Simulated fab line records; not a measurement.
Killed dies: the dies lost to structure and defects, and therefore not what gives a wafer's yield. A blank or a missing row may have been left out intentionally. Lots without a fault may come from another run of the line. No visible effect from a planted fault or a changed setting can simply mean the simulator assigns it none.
Which tool is to blame? / flow n5 finfet / 31 wafers from 11 lots sampled at 4 of the route's 1938 steps

== WHAT EACH GAUGE READ, for each wafer ==
N5_BEOL_M10_INSPECT_58: inspects for defects (darkfield).
lot=L535; measured=day 10 11:44; on=defect inspect-01; raw defect count=65 82 64
lot=L536; measured=day 10 23:20; on=defect inspect-01; raw defect count=45 83 45
lot=L537; measured=day 11 09:42; on=defect inspect-02; raw defect count=95 72 58
lot=L539; measured=day 11 18:38; on=defect inspect-02; raw defect count=91 67 50
lot=L541; measured=day 12 02:42; on=defect inspect-01; raw defect count=126 96
lot=L544; measured=day 13 07:07; on=defect inspect-01; raw defect count=52 49
lot=L551; measured=day 14 13:14; on=defect inspect-02; raw defect count=83 112 70
lot=L554; measured=day 15 13:40; on=defect inspect-01; raw defect count=52 35 55
lot=L555; measured=day 15 22:37; on=defect inspect-01; raw defect count=95 100 103
lot=L556; measured=day 16 02:13; on=defect inspect-01; raw defect count=98 71 73
lot=L557; measured=day 16 13:24; on=defect inspect-01; raw defect count=122 100 102

== WHICH TOOL RAN EACH LOT (tool, then ch and the chambers of the sampled wafers, then the start) ==
lot=L535; N5_BEOL_M10_STRIP_36=rie diel-01 ch 0,2,3, day 10 06:53; N5_BEOL_M10_STRIP_77=rie diel-01 ch 0,2,3, day 10 08:37 or earlier; N5_BEOL_M10_CVD_75=cvd co-01 ch 0,1,2, day 10 08:37
lot=L536; N5_BEOL_M10_STRIP_36=rie diel-05 ch 1,2, day 10 20:41; N5_BEOL_M10_STRIP_77=rie diel-05 ch 1,2, day 10 22:03 or earlier; N5_BEOL_M10_CVD_75=cvd co-02 ch 1,2, day 10 22:03
lot=L537; N5_BEOL_M10_STRIP_36=rie diel-01 ch 0,2,3, day 11 06:57; N5_BEOL_M10_STRIP_77=rie diel-01 ch 0,2,3, day 11 08:28 or earlier; N5_BEOL_M10_CVD_75=cvd co-02 ch 0,1,2, day 11 08:28
lot=L539; N5_BEOL_M10_STRIP_36=rie diel-02 ch 1,3, day 11 15:49; N5_BEOL_M10_STRIP_77=rie diel-02 ch 1,3, day 11 17:17 or earlier; N5_BEOL_M10_CVD_75=cvd co-01 ch 0,1, day 11 17:17
lot=L541; N5_BEOL_M10_STRIP_36=rie diel-01 ch 0,2, day 11 23:38; N5_BEOL_M10_STRIP_77=rie diel-01 ch 0,2, day 12 01:36 or earlier; N5_BEOL_M10_CVD_75=cvd co-01 ch 1,2, day 12 01:36
lot=L544; N5_BEOL_M10_STRIP_36=rie diel-02 ch 1,2, day 13 04:24; N5_BEOL_M10_STRIP_77=rie diel-02 ch 1,2, day 13 05:59 or earlier; N5_BEOL_M10_CVD_75=cvd co-01 ch 0,2, day 13 05:59
lot=L551; N5_BEOL_M10_STRIP_36=rie diel-01 ch 0,1, day 14 10:35; N5_BEOL_M10_STRIP_77=rie diel-01 ch 0,1, day 14 12:01 or earlier; N5_BEOL_M10_CVD_75=cvd co-02 ch 1, day 14 12:01
lot=L554; N5_BEOL_M10_STRIP_36=rie diel-02 ch 0,1,2, day 15 08:53; N5_BEOL_M10_STRIP_77=rie diel-02 ch 0,1,2, day 15 12:31 or earlier; N5_BEOL_M10_CVD_75=cvd co-01 ch 0,1, day 15 12:31
lot=L555; N5_BEOL_M10_STRIP_36=rie diel-01 ch 2,3, day 15 19:46; N5_BEOL_M10_STRIP_77=rie diel-01 ch 2,3, day 15 21:26 or earlier; N5_BEOL_M10_CVD_75=cvd co-01 ch 0,1,2, day 15 21:26
lot=L556; N5_BEOL_M10_STRIP_36=rie diel-02 ch 0,1,2, day 15 21:55; N5_BEOL_M10_STRIP_77=rie diel-02 ch 0,1,2, day 15 23:16 or earlier; N5_BEOL_M10_CVD_75=cvd co-02 ch 0,1,2, day 15 23:16
lot=L557; N5_BEOL_M10_STRIP_36=rie diel-01 ch 1,2,3, day 16 10:01; N5_BEOL_M10_STRIP_77=rie diel-01 ch 1,2,3, day 16 12:08 or earlier; N5_BEOL_M10_CVD_75=cvd co-01 ch 0,1,2, day 16 12:08
- N5_BEOL_M10_STRIP_36: strips in N2/H2.
- N5_BEOL_M10_STRIP_77: strips in N2/H2, time 10 s.
- N5_BEOL_M10_CVD_75: deposits Co from CCTBA/H2, target thk 2 nm, time 138.9 s.

== THE ANSWER, worked out from the rows above alone ==
Rule: the usual values come from the lots themselves. Put in order of their means at a reading, lots are off if they are a third of the lots or fewer, leave a main group of 4 or more, and stand apart from it by a gap of 3 or more times the standard deviation of the main group's means; of several such gaps the widest counts. A main group is skipped when, at the precision printed for the reading in the tables above, its means are all equal. A lot without any number at a reading at which 4 lots or more have one is off too. The other lots that the step has rows for count as sound.
No lot is off at any reading shown: from this, nothing can be told.

== WHAT WAS PUT IN BY THE SIMULATOR ==
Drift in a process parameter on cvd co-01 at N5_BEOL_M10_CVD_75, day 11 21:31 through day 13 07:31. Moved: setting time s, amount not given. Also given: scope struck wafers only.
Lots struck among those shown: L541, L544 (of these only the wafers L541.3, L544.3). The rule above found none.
